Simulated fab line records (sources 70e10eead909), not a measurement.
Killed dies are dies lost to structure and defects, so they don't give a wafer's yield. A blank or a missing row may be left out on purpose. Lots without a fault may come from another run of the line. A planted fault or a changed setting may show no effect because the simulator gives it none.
Comparing a struck lot with a sound one ; flow nand-harc ; 15 steps out of a route of 1159
Sound: these wafers, L968.1, L968.2, L968.3. Wafers struck: L981.2, L981.3, L981.5. The cause is given at the end.
Each step with rows lists, per side, the tool, then ch with its chambers, then its first start. Under that, the readings that differ: sound wafers ; struck wafers ; difference of the means ; sigmas: that difference in standard deviations of wafers without a fault.
alike: words and numbers the same on both sides, and readings whose means are apart by under 2 such deviations; not compared: readings that were withheld, readings missing a value for some wafer, numbers with overlapping values and no deviation given by the record, and bounds like >300 which may hide the same value.
A row with sigmas, a row that says differs or no value, or rows on one side alone: a step with any of these is where the two part. Numbers that don't overlap but have no deviation are shown without sigmas and don't part them. Lack of a reading on every wafer of one side parts them only where that side has two or more wafers.

first, 8 steps without rows for these wafers: NHARC_A_CONTACT_COAT_86 (time 75 s); NHARC_A_CONTACT_COAT_87 (time 65 s); NHARC_A_CONTACT_COAT_02 (resist thk 90 nm); NHARC_A_CONTACT_SOFTBAKE_03 (time 55 s); NHARC_A_CONTACT_EBR_04; NHARC_A_CONTACT_EXPOSE_05 (exposes mask A CC); NHARC_A_CONTACT_PEB_06 (peb time 65 s); NHARC_A_CONTACT_DEVELOP_07 (develop time 35 s).
NHARC_A_CONTACT_CD_MEAS_08: target cd 100 nm.
  sound on cd-sem-03 ch 0, day 19 17:45; struck on cd-sem-03 ch 0, day 22 16:17
  alike: cd-nm
NHARC_A_CONTACT_OVL_MEAS_09:
  sound: overlay-02 at day 19 17:50; struck: overlay-01 at day 22 16:22
  alike: overlay-x-nm, overlay-y-nm
NHARC_A_CONTACT_INSPECT_10:
  sound: defect-inspect-02 at day 19 17:53; struck: defect-inspect-01 at day 22 16:24
  alike: raw-defect-count
NHARC_A_CONTACT_DESCUM_13: chemistry O2, time 3 s.
  sound on rie-diel-12 ch 0,1,3, day 19 18:17; struck on rie-diel-12 ch 0,1,3, day 22 16:28
  alike: drypump-motor-current-A, oes-product-au, rf-vpp-V, showerhead-plenum-p-Torr, throttle-valve-pct
  not compared: rf-hours-counter-h
NHARC_A_CONTACT_ETCH_88: etches the open film in CF4, target depth 39 nm, time 65 s.
  sound on rie-diel-12 ch 0,1,2, day 19 18:36; struck on rie-diel-12 ch 0,1, day 22 16:36
  no value came back on the struck wafers for any of 8 readings (bias-w (W), cf4-flow-sccm (sccm) and others); on the sound wafers bias-w (W) reads 99.7 99.9 100.7
NHARC_A_CONTACT_ETCH_89: etches the open film in N2/H2, target depth 260 nm, time 475.3 s.
  sound on rie-diel-12 ch 0,2,3; struck on rie-diel-12 ch 0,1, day 22 16:41
  alike: bias-w, chamber-pressure-mTorr, drypump-motor-current-A, oes-product-au, rf-vpp-V, showerhead-plenum-p-Torr, throttle-valve-pct
  not compared: rf-hours-counter-h
-- record jumps: 2 days between struck wafers' starts before vs after; left off in module A_CONTACT, resumes in module END, first step shown is number 1159 of the route --
NHARC_END_SORT_01:
  sound on prober-01 ch 0, day 22 04:32; struck on prober-02 ch 0, day 24 18:22
reading;sound;struck;difference;sigmas
killed-at-array;28 34 25;675 675 674;+646;+59
killed-dies;37 37 30;677 677 677;+642;+58
  alike: killed-at-other, killed-at-periphery, killed-open, killed-short

## WHERE THEY PART
First at NHARC_A_CONTACT_ETCH_88; last, within this record, at NHARC_END_SORT_01.

WHY: what the simulator had put in
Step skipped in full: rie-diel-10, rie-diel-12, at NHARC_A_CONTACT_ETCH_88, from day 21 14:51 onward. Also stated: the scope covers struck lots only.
